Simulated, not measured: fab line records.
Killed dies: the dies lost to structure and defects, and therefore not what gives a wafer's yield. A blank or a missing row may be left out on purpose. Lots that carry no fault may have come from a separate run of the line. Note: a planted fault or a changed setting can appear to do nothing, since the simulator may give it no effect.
A single fault, viewed from 2 desks | flow n5 finfet | only its own numbers are on each desk; what lay behind them is given at the end

THE TOOL OWNER'S DESK: litho track-01
The tool's own readings at N5_BEOL_M1_COAT_61 (time 60 s, resist thk 60 nm): means of the sampled wafers that have a number, for each lot that ran on this tool. If a lot's mean is further than 4 standard deviations from the usual mean, the lot is out of limits and carries the mark OUT (the distance appears in the brackets).
Columns: A = spin speed rpm at N5_BEOL_M1_COAT_61, usual 1499.9 rpm
lot  | first seen here | A
L634 | day 6 20:51     | 1500.0
L642 | day 9 02:46     | 1500.4
L646 | day 9 23:04     | 1365.1 (-99 or more) OUT
L647 | day 10 02:55    | 1364.4 (-99 or more) OUT
L649 | day 10 14:26    | 1363.8 (-99 or more) OUT
This desk's verdict: out of limits on L646, L647, L649, starting with L646 at day 9 23:04 (spin speed rpm at N5_BEOL_M1_COAT_61). In limits: L634, L642.

FROM THE METROLOGY DESK
What the gauges read for every lot (on any tool): the sampled wafers with a number, averaged. If a lot's mean is further than 4 standard deviations from the usual mean, the lot is out of limits and carries the mark OUT (the distance appears in the brackets). 7 of its 10 readings are shown, namely those furthest out on some lot.
Columns: A = DIBL_N at N5_BEOL_M4_RC_MEAS_101, usual 36.0 mV/V; B = DIBL_P at N5_BEOL_M4_RC_MEAS_101, usual 36.2 mV/V; C = IOFF_N at N5_BEOL_M4_RC_MEAS_101, usual 0.16 nA/um; D = ION_N at N5_BEOL_M4_RC_MEAS_101, usual 671 uA/um; E = ION_P at N5_BEOL_M4_RC_MEAS_101, usual 461 uA/um; F = VT_N at N5_BEOL_M4_RC_MEAS_101, usual 251 mV; G = VT_P at N5_BEOL_M4_RC_MEAS_101, usual -250 mV
lot  | first seen here | A    | B    | C    | D   | E   | F   | G
L632 | day 8 21:15     | 33.9 | 35.7 | 0.13 | 655 | 449 | 254 | -253
L634 | day 9 14:58     | 35.2 | 37.6 | 0.16 | 665 | 458 | 251 | -248
L638 | day 10 07:52    | 37.6 | 37.4 | 0.17 | 677 | 463 | 252 | -251
L641 | day 11 04:19    | 36.4 | 35.4 | 0.14 | 665 | 462 | 251 | -251
L642 | day 11 11:53    | 35.1 | 34.2 | 0.14 | 667 | 453 | 253 | -254
L647 | day 12 07:01    | 36.9 | 36.4 | 0.18 | 684 | 457 | 247 | -252
L646 | day 12 11:42    | 35.3 | 36.3 | 0.16 | 671 | 466 | 249 | -249
L649 | day 12 21:49    | 35.4 | 36.9 | 0.17 | 669 | 466 | 250 | -246
L650 | day 12 22:44    | 33.6 | 32.9 | 0.11 | 655 | 452 | 256 | -253
L651 | day 13 18:57    | 36.4 | 36.9 | 0.16 | 675 | 467 | 250 | -249
L653 | day 13 20:39    | 38.1 | 37.8 | 0.19 | 672 | 462 | 249 | -247
L654 | day 14 06:51    | 35.5 | 36.4 | 0.15 | 680 | 465 | 252 | -256
Finding of this desk: none of the 12 lots has anything out of limits.

ALL TOGETHER
On L646, L647, L649, at day 9 23:04, an alarm was possible from the tool owner's desk.
Nothing out of limits was seen by the metrology desk.
The metrology desk has L646, L647, L649 on record, within its limits.
Every lot named ran N5_BEOL_M1_COAT_61 on litho track-01.

WHAT THE SIMULATOR HAD INSERTED
Drift in process parameters on litho track-01 at N5_BEOL_M1_COAT_61, starting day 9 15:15. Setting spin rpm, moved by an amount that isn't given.
Struck lots among those shown: L646, L647, L649.
Hours from the fault's start to each desk's first reading out of limits: the tool owner's desk, 8.
